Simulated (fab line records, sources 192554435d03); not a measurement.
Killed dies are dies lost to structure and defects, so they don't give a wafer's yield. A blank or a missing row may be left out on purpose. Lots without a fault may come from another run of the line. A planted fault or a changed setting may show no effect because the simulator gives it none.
Problem report in the 8D (eight disciplines) form, filled by code | flow n5_finfet | the parts of the form that need people (team, actions taken, sign-off) are left out

1. THE PROBLEM
susceptor_temp_C at N5_BEOL_M7_ILD_DEP_00 reads a mean of 303.94 C on 1 wafer of 1 lot; wafers without a fault read 299.98 C with a standard deviation of 0.2. That is +20 standard deviations from the usual mean.
The step: deposits SiCOH lowk from DEMS/porogen, target thk 179.75 nm, time 33.4 s.
First seen on wafer L254.4, day 13 06:59, on pecvd-03. The record holds 32 wafers of 12 lots with a number at this step. Rule for "out", or "out of limits": more than 4 standard deviations from the usual mean. The other wafers with a number count as sound.

2. WHAT IT IS AND WHAT IT IS NOT
question                    | is                | is not
which readings at this step | susceptor_temp_C  | heater_power_outer_w, heater_power_w, showerhead_plenum_p_Torr, throttle_valve_pct
which lots                  | L254              | L237, L238, L240, L241, L243, L245, L246, L247, L248, L250, L259
which wafers of those lots  | L254.4            | L254.1, L254.2
read on which tools         | pecvd-03          | pecvd-01, pecvd-04
when                        | from day 13 06:59 | up to then (29 sound wafers); but 2 sound wafers of L259 came after

3. SUSPECTS, AND WHAT RULES EACH OUT
Counting: a tool at a process step up to the reading stays a suspect if it ran every lot that is out. Sound lots after the first of them don't rule it out here, since some wafers of a struck lot are sound.
- rie_diel-06 at N5_BEOL_M6_TRENCH_ETCH_37 (etches SiCOH lowk in C4F6/O2, target depth 94.435 nm, time 31.5 s): kept. It ran the lot that is out, L254 (day 13 06:50); its last sound lot up to then is L247 (day 11 20:58). N5_BEOL_M6_TRENCH_ETCH_37 gives no start for some lots, so the hours and the order of its lots are those of N5_BEOL_M6_DEP_56.
- pecvd-04 at N5_BEOL_M6_DEP_56 (deposits SiCN from 3MS/NH3, target thk 10 nm, time 17.5 s): kept. It ran the lot that is out, L254 (day 13 06:50); its last sound lot up to then is L247 (day 11 20:58).
- pecvd-03 at N5_BEOL_M7_ILD_DEP_00 (deposits SiCOH lowk from DEMS/porogen, target thk 179.75 nm, time 33.4 s): kept. It ran the lot that is out, L254 (day 13 06:59); its last sound lot up to then is L250 (day 11 23:49). Its own readings are out on those wafers: susceptor_temp_C.
- Within rie_diel-06 at N5_BEOL_M6_TRENCH_ETCH_37: the wafers that are out ran in chamber 2; their sound lot-mates ran in chambers 0, 1.
- Within pecvd-04 at N5_BEOL_M6_DEP_56: the wafers that are out ran in chamber 0; their sound lot-mates ran in chambers 1, 2.
- Within pecvd-03 at N5_BEOL_M7_ILD_DEP_00: the wafers that are out ran in chamber 0; their sound lot-mates ran in chambers 1, 2.
Left after counting: rie_diel-06 at N5_BEOL_M6_TRENCH_ETCH_37, pecvd-04 at N5_BEOL_M6_DEP_56, pecvd-03 at N5_BEOL_M7_ILD_DEP_00.

4. THE CAUSE (what the simulator had put in)
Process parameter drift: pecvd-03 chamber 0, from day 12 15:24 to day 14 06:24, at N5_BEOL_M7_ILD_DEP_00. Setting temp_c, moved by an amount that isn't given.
Counting left 3 suspects, and this tool is among them.

5. THE CHAIN OF EFFECTS, in route order
Each row: a reading whose mean over the struck wafers that have a number lies more than 3 standard deviations from the usual. Only readings for which the record gives a usual standard deviation are gone through. hours: the time from each lot's start at the first step in this table that gives one to its start at this step, as a median over the lots. sigmas: the change in usual standard deviations.
hours | step                  | reading          | usual    | on struck wafers | change | sigmas
0     | N5_BEOL_M7_ILD_DEP_00 | susceptor_temp_C | 299.98 C | 303.94           | +3.96  | +20
The process steps in it:
- N5_BEOL_M7_ILD_DEP_00: deposits SiCOH lowk from DEMS/porogen, target thk 179.75 nm, time 33.4 s.

6. WHAT WOULD HAVE CAUGHT IT SOONER
In this record the first reading out of limits was taken at day 13 06:59, 16 hours after the fault began at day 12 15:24.
